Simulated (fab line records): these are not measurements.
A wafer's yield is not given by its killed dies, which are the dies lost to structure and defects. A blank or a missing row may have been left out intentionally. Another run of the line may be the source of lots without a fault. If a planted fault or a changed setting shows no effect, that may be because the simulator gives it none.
One fault seen from 3 desks | flow n5_finfet | each desk has only its own numbers; what lay behind them comes last

== THE DEFECT DESK ==
Inspection counts along the route, by lot: the mean over sampled wafers that carry a number. The brackets show how far a lot's mean lies from the usual mean; more than 4 standard deviations puts the lot out of limits, marked OUT.
Columns: A = raw_defect_count at N5_BEOL_M6_INSPECT_30, usual 439
lot  | first seen here | A
L837 | day 9 11:02     | 344
L838 | day 9 11:10     | 299
L847 | day 11 14:04    | 441
L851 | day 12 13:05    | 372
L856 | day 14 04:41    | 540
This desk's finding: nothing out of limits on any of the 5 lots.

== FROM THE METROLOGY DESK ==
What the gauges read for every lot (on any tool): the sampled wafers with a number, averaged. The brackets show how far a lot's mean lies from the usual mean; more than 4 standard deviations puts the lot out of limits, marked OUT.
Columns: A = cd_nm at N5_BEOL_M6_CD_MEAS_28, usual 39.98 nm; B = V5_OVL at N5_BEOL_M6_OVL_MEAS_29, usual 0.1 nm
lot  | first seen here | A     | B
L837 | day 9 10:57     | 39.86 | 0.8
L838 | day 9 11:05     | 39.76 | -0.1
L847 | day 11 13:58    | 40.31 | 0.2
L851 | day 12 12:59    | 40.07 | -0.4
L856 | day 14 04:36    | 39.91 | 0.1
This desk's finding: nothing out of limits on any of the 5 lots.

== AT THE TOOL OWNER'S DESK: rie_diel-04 ==
The tool's own readings at N5_BEOL_M6_VIA_ETCH_34 (etches SiCOH lowk in C4F6/O2, target depth 126.3 nm, time 50.9 s): means of the sampled wafers that have a number, for each lot that ran on this tool. The brackets show how far a lot's mean lies from the usual mean; more than 4 standard deviations puts the lot out of limits, marked OUT.
Columns: A = O2_flow_sccm at N5_BEOL_M6_VIA_ETCH_34, usual 10.002 sccm; B = drypump_motor_current_A at N5_BEOL_M6_VIA_ETCH_34, usual 5.8 A; C = oes_product_au at N5_BEOL_M6_VIA_ETCH_34, usual 0.81 a.u.; D = rf_fwd_power_W at N5_BEOL_M6_VIA_ETCH_34, usual 341.5 W; E = rf_vpp_V at N5_BEOL_M6_VIA_ETCH_34, usual 667 V; F = showerhead_plenum_p_Torr at N5_BEOL_M6_VIA_ETCH_34, usual 2.88 Torr; G = throttle_valve_pct at N5_BEOL_M6_VIA_ETCH_34, usual 20.71 %
lot  | first seen here | A      | B   | C    | D     | E   | F    | G
L837 | day 9 11:28     | 10.000 | 5.7 | 0.87 | 341.4 | 673 | 2.90 | 20.61
L847 | day 11 14:16    | 9.986  | 5.6 | 0.89 | 342.0 | 674 | 2.88 | 20.84
This desk's finding: nothing out of limits on any of the 2 lots.

== ALL TOGETHER ==
Nothing the defect desk looked at was out of limits.
Nothing out of limits was seen by the metrology desk.
Nothing out of limits was seen by the tool owner's desk.

== WHAT WAS PUT IN BY THE SIMULATOR ==
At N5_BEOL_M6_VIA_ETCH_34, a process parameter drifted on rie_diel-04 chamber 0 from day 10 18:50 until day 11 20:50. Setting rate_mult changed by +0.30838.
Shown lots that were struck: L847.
